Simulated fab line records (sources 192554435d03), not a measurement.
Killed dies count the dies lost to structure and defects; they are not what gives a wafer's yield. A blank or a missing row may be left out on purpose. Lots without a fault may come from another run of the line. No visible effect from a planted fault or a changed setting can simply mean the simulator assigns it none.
Split-lot study | flow n5Finfet | 7 lots, 21 wafers read, on a route of 1938 steps

## THE SPLIT
At N5_BEOL_M7_HM_DEP_02 (deposits TiN, target thk 20 nm), the setting targetThkA was moved away from the recipe's 200 angstrom on 6 of the 21 wafers read, by -11.2% to +6.0%. This setting was run at the recipe's value on the other wafers.

Reading taken at the split's own step.

## THE READING
TiN_of_BEOL_M7_HM_DEP_02.thkNm (the simulator's own value, which no gauge read), in nm, at N5_BEOL_M7_HM_DEP_02 (deposits TiN, target thk 20 nm). The file does not state a usual value for it. Here, 15 wafers ran the recipe; their average is 20.0 nm with a standard deviation of 0.19 nm.

wafer  | tool, chamber at the split | targetThkA as run, angstrom | against the recipe | TiN_of_BEOL_M7_HM_DEP_02.thkNm, nm | against lot-mates on the recipe
L075.2 | pvdSputter-03, -           | 200                         | recipe             | 19.8                               | -
L075.3 | pvdSputter-03, -           | 200                         | recipe             | 19.8                               | -
L075.6 | pvdSputter-03, -           | 200                         | recipe             | 20                                 | -
L079.1 | pvdSputter-02, -           | 200                         | recipe             | 19.8                               | -
L079.2 | pvdSputter-02, -           | 200                         | recipe             | 20.2                               | -
L079.5 | pvdSputter-02, -           | 200                         | recipe             | 20                                 | -
L085.1 | pvdSputter-02, -           | 200                         | recipe             | 19.8                               | -
L085.5 | pvdSputter-02, -           | 200                         | recipe             | 19.8                               | -
L085.4 | pvdSputter-02, -           | 190.3                       | -4.8%              | 19.2                               | -0.6
L088.2 | pvdSputter-03, -           | 200                         | recipe             | 19.8                               | -
L088.4 | pvdSputter-03, -           | 177.7                       | -11.2%             | 17.8                               | -2.0
L088.5 | pvdSputter-03, -           | 177.7                       | -11.2%             | 17.8                               | -2.0
L087.2 | pvdSputter-01, -           | 200                         | recipe             | 20.2                               | -
L087.6 | pvdSputter-01, -           | 200                         | recipe             | 20.2                               | -
L087.5 | pvdSputter-01, -           | 200                         | recipe             | 20.4                               | -
L092.1 | pvdSputter-01, -           | 212                         | +6.0%              | 21.6                               | +1.6
L092.2 | pvdSputter-01, -           | 212                         | +6.0%              | 21.2                               | +1.2
L092.5 | pvdSputter-01, -           | 200                         | recipe             | 20                                 | -
L097.2 | pvdSputter-03, -           | 200                         | recipe             | 20                                 | -
L097.3 | pvdSputter-03, -           | 200                         | recipe             | 19.8                               | -
L097.4 | pvdSputter-03, -           | 190.3                       | -4.8%              | 18.6                               | -1.3

FIT RESULTS
A straight line over all 21 wafers: TiN_of_BEOL_M7_HM_DEP_02.thkNm changes by +0.208 nm for each +1% of targetThkA; r = +0.97; the points scatter about the line by 0.22 nm.
The same after taking each lot's own level away (the mean of its wafers on the recipe; 21 wafers): +0.194 nm for each +1%; r = +0.98; scatter 0.18 nm.
That fit puts the effect of the largest move of targetThkA on the reading at 2.2 nm.
Across the lots, their own levels run from 19.80 to 20.27 nm, a range of 2.4 times the standard deviation given above.
So the lot-to-lot level changes the slope little: the two slopes agree.
Check: -2.19 nm against its lot-mates is what the line predicts for one of the wafers moved furthest among these (-11.2%) when that wafer is left out of the fit. It came out at -2 nm against them.

## ADDITIONAL SPLITS CARRIED BY THESE WAFERS
These wafers also went through other splits before the reading. Each is held against what the fit with the lots' levels taken away leaves over:
other split on the same wafers | wafers away from the commonest value | r with TiN_of_BEOL_M7_HM_DEP_02.thkNm (lot level and that fit taken away)
N5_BEOL_M0_ETCH_128 sourceW    | 6                                    | -0.03
N5_BEOL_M1_ETCH_74 biasW       | 9                                    | +0.16
N5_BEOL_M1_ETCH_64 biasW       | 7                                    | -0.02
N5_BEOL_M2_COAT_73 spinRpm     | 11                                   | +0.10
N5_BEOL_M5_COAT_66 spinRpm     | 10                                   | -0.24
N5_BEOL_M5_EXPOSE_25 doseMj    | 5                                    | +0.38

## THE FILE'S OWN FIT
TiN_of_BEOL_M7_HM_DEP_02.thkNm changes by +0.192 nm for each +1% of targetThkA, r = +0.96.
